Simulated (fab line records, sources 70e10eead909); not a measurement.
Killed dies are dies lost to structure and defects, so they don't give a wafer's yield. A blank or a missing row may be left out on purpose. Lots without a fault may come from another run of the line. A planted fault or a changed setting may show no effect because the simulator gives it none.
Chamber matching | flow nand_harc | NHARC_A_STAIRCASE_ALD_420 on ald_hk-01: 4 sister chambers
The step deposits SiO2, target thk 20 nm, pulse time 6 s, ald cycles 200. 16 wafers are shown with their chamber, then 8 later ones without.

WAFERS WITH THEIR CHAMBER
wafer  | chamber | heater_power_w (W) | precursor_pulse_height_rel
L085.1 | 1       | 430                | 1.028
L085.2 | 3       | 443                | 0.982
L085.3 | 0       | 424                | 1.030
L085.4 | 2       | 549                | 0.979
L085.5 | 0       | 434                | 0.997
L085.6 | 1       | 425                | 1.024
L084.1 | 0       | 433                | 1.030
L084.2 | 1       | 431                | 1.011
L084.3 | 3       | 443                | 0.972
L084.4 | 2       | 554                | 0.969
L084.5 | 1       | 432                | 1.017
L084.6 | 2       | 554                | 1.020
L091.1 | 2       | 541                | 0.999
L091.2 | 0       | 419                | 0.996
L091.3 | 3       | 453                | 1.006
L091.4 | 1       | 435                | 1.022

SIGNATURES (means of the wafers above)
reading                    | chamber 0 | chamber 1 | chamber 2 | chamber 3 | scatter within a chamber
heater_power_w             | 427.50    | 430.60    | 549.50    | 446.33    | 5.7
precursor_pulse_height_rel | 1.01325   | 1.02040   | 0.99175   | 0.98667   | 0.0169
Rule: a wafer's distance from a chamber is the root of the sum, over the readings, of the square of ((its reading less the chamber's mean) divided by the reading's scatter). The wafer belongs to the nearest chamber; if the next one is less than 2 further off, it can't be placed. The scatter: the root of (the sum of the squares of (reading less its chamber's mean) over the shown wafers, divided by (wafers less chambers)).

WAFERS WITHOUT THEIR CHAMBER
wafer  | heater_power_w (W) | precursor_pulse_height_rel
L091.5 | 453                | 1.024
L091.6 | 553                | 1.009
L093.1 | 439                | 0.982
L093.2 | 553                | 1.008
L093.3 | 422                | 0.992
L093.4 | 440                | 1.022
L093.5 | 458                | 1.005
L093.6 | 428                | 0.984

WHICH CHAMBER EACH WENT THROUGH
wafer  | from the rows above          | in truth
L091.5 | can't be placed: 3 or 1      | 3
L091.6 | 2                            | 2
L093.1 | can't be placed: 3 or 1 or 0 | 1
L093.2 | 2                            | 2
L093.3 | can't be placed: 0 or 1      | 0
L093.4 | can't be placed: 1 or 0 or 3 | 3
L093.5 | 3                            | 3
L093.6 | can't be placed: 0 or 1 or 3 | 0
Placed correctly: 3 of 8. Can't be placed from these rows: 5 (the true chamber is among the candidates in 5). Placed wrongly: 0.
